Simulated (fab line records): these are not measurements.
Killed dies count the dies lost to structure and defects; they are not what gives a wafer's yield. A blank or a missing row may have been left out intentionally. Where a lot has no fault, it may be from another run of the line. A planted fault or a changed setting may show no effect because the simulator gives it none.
Matching of chambers + flow n5-finfet + 4 sister chambers for N5_FIN_SAQP_ETCH_67 on rie-diel-05
The step etches SiNx in CH3F/O2, target depth 30 nm. 8 wafers are shown with their chamber, then 9 later ones without.

== WAFERS PAIRED WITH THEIR CHAMBERS ==
| wafer  | chamber | showerhead-plenum-p-Torr (Torr) | drypump-motor-current-A (A) |
|--------|---------|---------------------------------|-----------------------------|
| L081.2 | 0       | 1.97                            | 5.3                         |
| L081.5 | 2       | 2.09                            | 5.6                         |
| L082.3 | 3       | 1.98                            | 6.2                         |
| L082.4 | 1       | 2.05                            | 6.1                         |
| L082.6 | 2       | 2.09                            | 5.7                         |
| L089.2 | 1       | 2.05                            | 6.1                         |
| L089.4 | 3       | 1.97                            | 6.1                         |
| L089.6 | 0       | 1.97                            | 5.3                         |

== WAFERS MISSING THEIR CHAMBER ==
| wafer  | showerhead-plenum-p-Torr (Torr) | drypump-motor-current-A (A) |
|--------|---------------------------------|-----------------------------|
| L090.1 | 1.97                            | 6.1                         |
| L090.3 | 1.97                            | 5.3                         |
| L090.5 | 2.05                            | 6.0                         |
| L093.1 | 2.08                            | 5.7                         |
| L093.5 | 2.08                            | 5.7                         |
| L093.6 | 1.97                            | 6.1                         |
| L095.1 | 1.97                            | 5.3                         |
| L095.2 | 1.97                            | 6.1                         |
| L095.4 | 2.04                            | 6.1                         |

== WHICH CHAMBER EACH WENT THROUGH ==
| wafer  | from the rows above | in truth |
|--------|---------------------|----------|
| L090.1 | 3                   | 3        |
| L090.3 | 0                   | 0        |
| L090.5 | 1                   | 1        |
| L093.1 | 2                   | 2        |
| L093.5 | 2                   | 2        |
| L093.6 | 3                   | 3        |
| L095.1 | 0                   | 0        |
| L095.2 | 3                   | 3        |
| L095.4 | 1                   | 1        |
9 of 9 placed correctly. Can't be placed from these rows: 0. Placed wrongly: 0.
How it was worked out, from the rows above alone: a wafer's distance from a chamber is the root of the sum, over the readings, of the square of ((its reading less the chamber's mean) divided by the reading's scatter). The wafer belongs to the nearest chamber; if the next one is less than 2 further off, it can't be placed. For every chamber, the mean is computed from those of its wafers that are shown. The scatter is the square root of a quotient: the sum, over the shown wafers, of each reading's squared deviation from its chamber's mean, divided by wafers minus chambers.
